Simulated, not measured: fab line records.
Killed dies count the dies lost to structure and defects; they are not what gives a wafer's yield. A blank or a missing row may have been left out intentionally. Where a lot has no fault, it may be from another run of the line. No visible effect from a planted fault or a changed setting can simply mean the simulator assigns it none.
Which of the tools did it?	flow n5Finfet	Sampling: 11 lots, 33 wafers, 5 of 1938 route steps

## WHAT THE GAUGES READ, wafer by wafer
N5_BEOL_M5_OVL_MEAS_29. Usual: for V4_OVL the level is -0.3 nm and the standard deviation is 0.76.
lot	measured	on	V4_OVL (nm)	flag
L855	day 8 09:31	overlay-01	-0.5 -0.8 -1.5	
L857	day 9 00:53	overlay-01	0.8 1.2 0.3	
L859	day 9 08:50	overlay-02	1.1 -0.7 0.2	
L860	day 9 14:13	overlay-02	-1.1 -0.5 -1.2	
L863	day 11 01:11	overlay-02	0.1 -0.3 -1.3	
L864	day 11 01:47	overlay-02	-0.4 -0.6 0.4	
L865	day 12 01:46	overlay-01	-0.9 -1.0 -0.3	
L868	day 12 08:19	overlay-02	-0.6 1.0 0.1	
L870	day 12 08:45	overlay-01	-0.5 -0.2 -0.6	
L869	day 12 13:48	overlay-02	0.2 -0.1 1.0	
L872	day 13 01:05	overlay-02	-0.7 -1.0 -0.8	

N5_BEOL_M5_INSPECT_30: inspects for defects (brightfield). Usual: 397 for rawDefectCount, sd 100.
lot	measured	on	rawDefectCount	flag
L855	day 8 09:34	defectInspect-02	516 490 376	
L857	day 9 00:57	defectInspect-01	341 322 686	
L859	day 9 08:53	defectInspect-02	309 476 429	
L860	day 9 14:16	defectInspect-02	460 410 452	
L863	day 11 01:14	defectInspect-01	353 357 285	
L864	day 11 01:50	defectInspect-01	464 334 350	
L865	day 12 01:49	defectInspect-01	298 290 312	
L868	day 12 08:23	defectInspect-02	329 434 417	
L870	day 12 08:49	defectInspect-02	393 482 480	
L869	day 12 13:50	defectInspect-01	225 283 288	
L872	day 13 01:08	defectInspect-02	407 364 360	

N5_BEOL_M5_OCD_MEAS_38. Usual: 71.6 nm for trenchDepthNm, sd 1.
lot	measured	on	trenchDepthNm (nm)	flag
L855	day 8 10:01	ocd-01	71.8 72.1 72.8	
L857	day 9 01:33	ocd-01	73.5 72.5 71.8	
L859	day 9 09:22	ocd-01	73.1 71.1 70.5	
L860	day 9 14:44	ocd-02	70.3 71.3 71.2	
L863	day 11 01:43	ocd-01	70.1 71.1 70.6	
L864	day 11 02:17	ocd-01	70.5 71.8 71.5	
L865	day 12 02:16	ocd-01	71.3 70.1 70.4	
L868	day 12 08:50	ocd-02	70.6 74.1 71.3	
L870	day 12 09:16	ocd-02	75.1 70.9 70.8	
L869	day 12 14:18	ocd-02	72.4 71.8 73.5	
L872	day 13 01:44	ocd-02	72.5 73.8 72.2	

## TOOL THAT RAN EACH LOT (tool first, then ch and the chambers of the sampled wafers, then the start)
lot	N5_BEOL_M5_DESCUM_33	N5_BEOL_M5_TRENCH_ETCH_37
L855	rieDiel-04 ch 1,2, day 8 09:35	rieDiel-04 ch 1,2, day 8 09:52
L857	rieDiel-03 ch 0,1,2, day 9 01:08	rieDiel-03 ch 0,1,2, day 9 01:24
L859	rieDiel-05 ch 2,3, day 9 08:57	rieDiel-05 ch 2,3, day 9 09:13
L860	rieDiel-04 ch 1,2,3, day 9 14:19	rieDiel-04 ch 1,2,3, day 9 14:34
L863	rieDiel-05 ch 0,1,2, day 11 01:17	rieDiel-05 ch 0,1,2, day 11 01:34
L864	rieDiel-04 ch 1,2,3, day 11 01:52	rieDiel-04 ch 1,2,3, day 11 02:08
L865	rieDiel-05 ch 1,2, day 12 01:50	rieDiel-05 ch 1,2, day 12 02:07
L868	rieDiel-05 ch 1,2,3, day 12 08:25	rieDiel-05 ch 1,2,3, day 12 08:41
L870	rieDiel-04 ch 0,2, day 12 08:50	rieDiel-04 ch 0,2, day 12 09:07
L869	rieDiel-03 ch 1,2,3, day 12 13:53	rieDiel-03 ch 1,2,3, day 12 14:08
L872	rieDiel-03 ch 1,2, day 13 01:19	rieDiel-03 ch 1,2, day 13 01:35
- N5_BEOL_M5_DESCUM_33: chemistry O2, time 7 s.
- N5_BEOL_M5_TRENCH_ETCH_37: etches SiCOH lowk in C4F6/O2, target depth 71.652 nm, time 24.7 s.

## AS READ BY THE TOOLS THEMSELVES (means over the sampled wafers that have a number; for cases with no such wafer, the mark the record gives instead)
N5_BEOL_M5_DESCUM_33. Usual: drypumpMotorCurrentA 5.9 A, standard deviation 0.42; oesProductAu 0.75 a.u., standard deviation 0.055; rfVppV 243.3 V, standard deviation 1.2; showerheadPlenumPTorr 2.10 Torr, standard deviation 0.053; throttleValvePct 20.47 %, standard deviation 0.13.
lot	tool	drypumpMotorCurrentA (A)	oesProductAu (a.u.)	rfVppV (V)	showerheadPlenumPTorr (Torr)	throttleValvePct (%)	flag
L855	rieDiel-04	6.3	0.75	243.1	2.09	20.53	
L857	rieDiel-03	5.9	0.78	243.0	2.07	20.34	
L859	rieDiel-05	5.7	0.77	244.4	2.18	20.57	
L860	rieDiel-04	6.4	0.73	243.0	2.09	20.47	
L863	rieDiel-05	5.6	0.74	243.7	2.14	20.62	
L864	rieDiel-04	6.4	0.72	242.9	2.08	20.50	
L865	rieDiel-05	5.7	0.71	244.0	2.16	20.64	
L868	rieDiel-05	5.7	0.75	244.5	2.17	20.55	
L870	rieDiel-04	6.1	0.75	243.0	2.12	20.38	
L869	rieDiel-03	5.7	0.75	242.9	2.06	20.41	
L872	rieDiel-03	5.7	0.76	243.0	2.07	20.33	

N5_BEOL_M5_TRENCH_ETCH_37. Usual: C4F6_flow_sccm 10.00 sccm, standard deviation 0.031; drypumpMotorCurrentA 6.0 A, standard deviation 0.42; oesProductAu 0.75 a.u., standard deviation 0.056; rfVppV 666 V, standard deviation 4.1; showerheadPlenumPTorr 2.86 Torr, standard deviation 0.068; throttleValvePct 20.93 %, standard deviation 0.16.
lot	tool	C4F6_flow_sccm (sccm)	drypumpMotorCurrentA (A)	oesProductAu (a.u.)	rfVppV (V)	showerheadPlenumPTorr (Torr)	throttleValvePct (%)	flag
L855	rieDiel-04	10.02	6.3	0.75	666	2.83	20.98	
L857	rieDiel-03	9.98	5.9	0.78	663	2.80	20.78	
L859	rieDiel-05	10.03	5.7	0.76	671	2.95	21.05	
L860	rieDiel-04	9.97	6.4	0.72	663	2.83	20.93	
L863	rieDiel-05	10.02	5.6	0.73	665	2.91	21.12	
L864	rieDiel-04	10.01	6.4	0.72	662	2.83	20.95	
L865	rieDiel-05	9.98	5.7	0.71	667	2.93	21.09	
L868	rieDiel-05	9.97	5.7	0.74	668	2.95	21.04	
L870	rieDiel-04	10.00	6.1	0.75	666	2.87	20.81	
L869	rieDiel-03	9.97	5.7	0.75	667	2.80	20.87	
L872	rieDiel-03	10.02	5.7	0.76	662	2.80	20.76	

## THE ANSWER, worked out from the rows above alone
Rule: a lot is off if the mean of its wafers that have a number lies more than 3 standard deviations from the usual mean. Also off: a lot with no number at a reading for which 4 or more lots have one. The other lots that the step has rows for count as sound. After the gauges, taken in route order, come the tools' own readings; for these a lot's mean is taken, as printed above. The first step at which some lot is off is used, and at that step the reading that is off furthest; a lot without a number counts as furthest.
Nothing can be told from this: no lot is off at any reading shown.

## WHAT THE SIMULATOR HAD INSERTED
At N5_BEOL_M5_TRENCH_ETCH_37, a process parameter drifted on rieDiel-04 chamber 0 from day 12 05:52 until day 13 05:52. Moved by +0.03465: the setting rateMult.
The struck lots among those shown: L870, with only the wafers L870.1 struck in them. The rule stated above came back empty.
